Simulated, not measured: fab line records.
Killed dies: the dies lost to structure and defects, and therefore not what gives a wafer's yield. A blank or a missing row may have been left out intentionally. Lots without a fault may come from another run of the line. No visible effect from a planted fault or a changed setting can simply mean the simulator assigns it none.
Which of the tools did it? / flow nand-harc / 11 lots, 33 wafers sampled, at 2 steps of a route of 1302

== WHAT THE GAUGES SHOWED, per wafer ==
NHARC_P_GATE_CD_MEAS_26 targets a cd of 120 nm.
lot=L204; measured=day 4 21:39; on=cd-sem-02; cd-nm (nm)=119.5 119.5 120.4
lot=L205; measured=day 5 13:18; on=cd-sem-02; cd-nm (nm)=120.8 119.5 121.1
lot=L206; measured=day 6 01:08; on=cd-sem-02; cd-nm (nm)=118.6 120.1 118.7
lot=L207; measured=day 6 02:32; on=cd-sem-01; cd-nm (nm)=120.2 121.4 121.0
lot=L208; measured=day 6 14:11; on=cd-sem-03; cd-nm (nm)=119.7 118.6 120.4
lot=L210; measured=day 7 09:53; on=cd-sem-03; cd-nm (nm)=117.8 118.8 118.6
lot=L212; measured=day 8 05:59; on=cd-sem-01; cd-nm (nm)=120.7 121.3 120.2
lot=L213; measured=day 8 22:51; on=cd-sem-03; cd-nm (nm)=119.0 120.4 119.5
lot=L216; measured=day 10 08:22; on=cd-sem-01; cd-nm (nm)=118.7 119.1 119.7
lot=L217; measured=day 10 08:31; on=cd-sem-02; cd-nm (nm)=114.8 114.8 114.2
lot=L227; measured=day 14 11:14; on=cd-sem-01; cd-nm (nm)=119.5 119.3 120.0

== WHICH TOOL RAN EACH LOT (tool, then ch and the chambers of the sampled wafers, then the start) ==
lot=L204; NHARC_P_GATE_EXPOSE_23=arfi-scanner-03 ch 0, day 4 21:31
lot=L205; NHARC_P_GATE_EXPOSE_23=arfi-scanner-01 ch 0, day 5 13:10
lot=L206; NHARC_P_GATE_EXPOSE_23=arfi-scanner-03 ch 0, day 6 01:00
lot=L207; NHARC_P_GATE_EXPOSE_23=arfi-scanner-03 ch 0, day 6 02:24
lot=L208; NHARC_P_GATE_EXPOSE_23=arfi-scanner-03 ch 0, day 6 14:03
lot=L210; NHARC_P_GATE_EXPOSE_23=arfi-scanner-01 ch 0, day 7 09:44
lot=L212; NHARC_P_GATE_EXPOSE_23=arfi-scanner-03 ch 0, day 8 05:51
lot=L213; NHARC_P_GATE_EXPOSE_23=arfi-scanner-02 ch 0, day 8 22:43
lot=L216; NHARC_P_GATE_EXPOSE_23=arfi-scanner-03 ch 0, day 10 08:14
lot=L217; NHARC_P_GATE_EXPOSE_23=arfi-scanner-02 ch 0, day 10 08:23
lot=L227; NHARC_P_GATE_EXPOSE_23=arfi-scanner-01 ch 0, day 14 11:05
- NHARC_P_GATE_EXPOSE_23: exposes mask P GATE, target cd 120 nm.

== AS READ BY THE TOOLS THEMSELVES (means over the sampled wafers that have a number; for cases with no such wafer, the mark the record gives instead) ==
The record holds no such reading with a usual standard deviation.

== THE ANSWER, worked out from the rows above alone ==
Rule: what is usual is taken from the lots themselves. Put in order of their means at a reading, lots are off if they are a third of the lots or fewer, leave a main group of 4 or more, and stand apart from it by a gap of 3 or more times the standard deviation of the main group's means; of several such gaps the widest counts. If all means in a main group match to the digits the tables above print for the reading, that group is not used. Also off: a lot with no number at a reading for which 4 or more lots have one. Where the step has rows for the other lots, those lots are counted as sound. After the gauges, taken in route order, come the tools' own readings; for these a lot's mean is taken, as printed above. At the first step where some lot is off, the reading lying furthest off is the one used; lots without a number count as furthest.
Off at NHARC_P_GATE_CD_MEAS_26 (cd-nm): L217. Mean 119.7 nm and standard deviation 0.73 in the main group.
A tool fits if, at a process step before that reading, it ran every lot that is off, and no sound lot after the first of them. Gauges at NHARC_P_GATE_CD_MEAS_26: tried the same way as those tools. Undecided on this evidence; 2 tools fit (arfi-scanner-02 at NHARC_P_GATE_EXPOSE_23, cd-sem-02 at NHARC_P_GATE_CD_MEAS_26).

== WHAT HAD BEEN PUT IN BY THE SIMULATOR ==
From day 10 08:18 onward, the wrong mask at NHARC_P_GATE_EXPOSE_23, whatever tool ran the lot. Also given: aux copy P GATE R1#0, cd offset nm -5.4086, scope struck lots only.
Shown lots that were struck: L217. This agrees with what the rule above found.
